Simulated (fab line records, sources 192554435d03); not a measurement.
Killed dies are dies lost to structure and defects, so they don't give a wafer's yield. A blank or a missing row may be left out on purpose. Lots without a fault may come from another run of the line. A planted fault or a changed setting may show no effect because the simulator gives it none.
Which tool did it? | flow n5_finfet | 12 lots, 36 wafers sampled, at 1 step of a route of 1938

WHAT THE GAUGES READ, wafer by wafer
N5_FIN_SAQP_THK_MEAS_07.
lot  | measured    | on            | thk_nm (nm)
L075 | day 2 03:35 | film_metro-02 | 59.9 59.0 59.3
L077 | day 2 15:05 | film_metro-01 | 60.8 61.0 60.6
L079 | day 3 04:47 | film_metro-02 | 59.5 60.5 61.1
L081 | day 3 16:22 | film_metro-02 | 58.8 59.0 59.9
L083 | day 4 03:14 | film_metro-02 | 59.6 59.4 60.7
L085 | day 4 16:40 | film_metro-01 | 59.2 59.3 58.4
L087 | day 5 03:27 | film_metro-02 | 58.7 59.9 60.0
L089 | day 5 16:20 | film_metro-01 | 59.0 58.3 59.2
L091 | day 6 03:03 | film_metro-01 | 59.9 60.1 60.6
L093 | day 6 15:30 | film_metro-01 | 59.4 59.2 58.4
L095 | day 7 03:26 | film_metro-02 | 58.4 58.6 60.6
L097 | day 7 15:26 | film_metro-02 | 58.8 59.9 60.1

WHICH TOOL RAN EACH LOT (tool, then ch and the chambers of the sampled wafers, then the start)
The record holds no process step before these readings.

THE ANSWER, worked out from the rows above alone
Rule: what is usual is taken from the lots themselves. Put in order of their means at a reading, lots are off if they are a third of the lots or fewer, leave a main group of 4 or more, and stand apart from it by a gap of 3 or more times the standard deviation of the main group's means; of several such gaps the widest counts. A main group whose means are all the same, to the digits that the tables above print for the reading, isn't used. A lot without any number at a reading at which 4 lots or more have one is off too. The other lots that the step has rows for count as sound.
No lot is off at any reading shown: from this, nothing can be told.

WHAT THE SIMULATOR HAD PUT IN
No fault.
